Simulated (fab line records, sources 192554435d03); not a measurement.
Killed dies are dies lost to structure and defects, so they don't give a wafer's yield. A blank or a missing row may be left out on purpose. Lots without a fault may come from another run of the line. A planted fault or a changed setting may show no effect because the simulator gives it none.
Chamber matching | flow n5_finfet | N5_BEOL_M14_TRENCH_ETCH_34 on rie_diel-04: 4 sister chambers
The step etches SiO2 in C4F8/O2/Ar, target depth 556.65 nm, time 126.9 s. 18 wafers are shown with their chamber, then 9 later ones without.

WAFERS WITH THEIR CHAMBER
wafer  | chamber | showerhead_plenum_p_Torr (Torr) | drypump_motor_current_A (A) | rf_vpp_V (V)
L076.2 | 0       | 3.53                            | 5.7                         | 2214
L076.3 | 3       | 3.45                            | 5.1                         | 2218
L076.4 | 1       | 3.25                            | 5.9                         | 2218
L077.2 | 0       | 3.53                            | 5.7                         | 2214
L077.3 | 2       | 3.37                            | 6.3                         | 2184
L077.5 | 3       | 3.45                            | 5.0                         | 2219
L078.1 | 2       | 3.36                            | 6.3                         | 2184
L078.2 | 1       | 3.25                            | 5.8                         | 2216
L078.3 | 3       | 3.45                            | 5.0                         | 2219
L081.2 | 1       | 3.25                            | 5.8                         | 2220
L081.3 | 2       | 3.36                            | 6.3                         | 2184
L081.4 | 3       | 3.45                            | 5.1                         | 2218
L082.1 | 2       | 3.36                            | 6.3                         | 2186
L082.4 | 3       | 3.45                            | 5.1                         | 2219
L082.5 | 3       | 3.45                            | 5.0                         | 2218
L086.1 | 0       | 3.53                            | 5.7                         | 2215
L086.2 | 3       | 3.44                            | 5.1                         | 2218
L086.4 | 1       | 3.24                            | 5.9                         | 2217

SIGNATURES (means of the wafers above)
reading                  | chamber 0 | chamber 1 | chamber 2 | chamber 3 | scatter within a chamber
showerhead_plenum_p_Torr | 3.5300    | 3.2475    | 3.3625    | 3.4486    | 0.0041
drypump_motor_current_A  | 5.700     | 5.850     | 6.300     | 5.057     | 0.044
rf_vpp_V                 | 2214.33   | 2217.75   | 2184.50   | 2218.43   | 1
Rule: a wafer's distance from a chamber is the root of the sum, over the readings, of the square of ((its reading less the chamber's mean) divided by the reading's scatter). The wafer belongs to the nearest chamber; if the next one is less than 2 further off, it can't be placed. The scatter: the root of (the sum of the squares of (reading less its chamber's mean) over the shown wafers, divided by (wafers less chambers)).

WAFERS WITHOUT THEIR CHAMBER
wafer  | showerhead_plenum_p_Torr (Torr) | drypump_motor_current_A (A) | rf_vpp_V (V)
L085.3 | 3.35                            | 6.3                         | 2185
L085.4 | 3.24                            | 5.9                         | 2218
L085.5 | 3.53                            | 5.7                         | 2216
L092.1 | 3.35                            | 6.3                         | 2184
L092.2 | 3.43                            | 5.1                         | 2218
L092.5 | 3.35                            | 6.3                         | 2183
L096.3 | 3.51                            | 5.8                         | 2214
L096.5 | 3.51                            | 5.8                         | 2214
L096.6 | 3.34                            | 6.3                         | 2184

WHICH CHAMBER EACH WENT THROUGH
wafer  | from the rows above | in truth
L085.3 | 2                   | 2
L085.4 | 1                   | 1
L085.5 | 0                   | 0
L092.1 | 2                   | 2
L092.2 | 3                   | 3
L092.5 | 2                   | 2
L096.3 | 0                   | 0
L096.5 | 0                   | 0
L096.6 | 2                   | 2
Placed correctly: 9 of 9. Can't be placed from these rows: 0. Placed wrongly: 0.
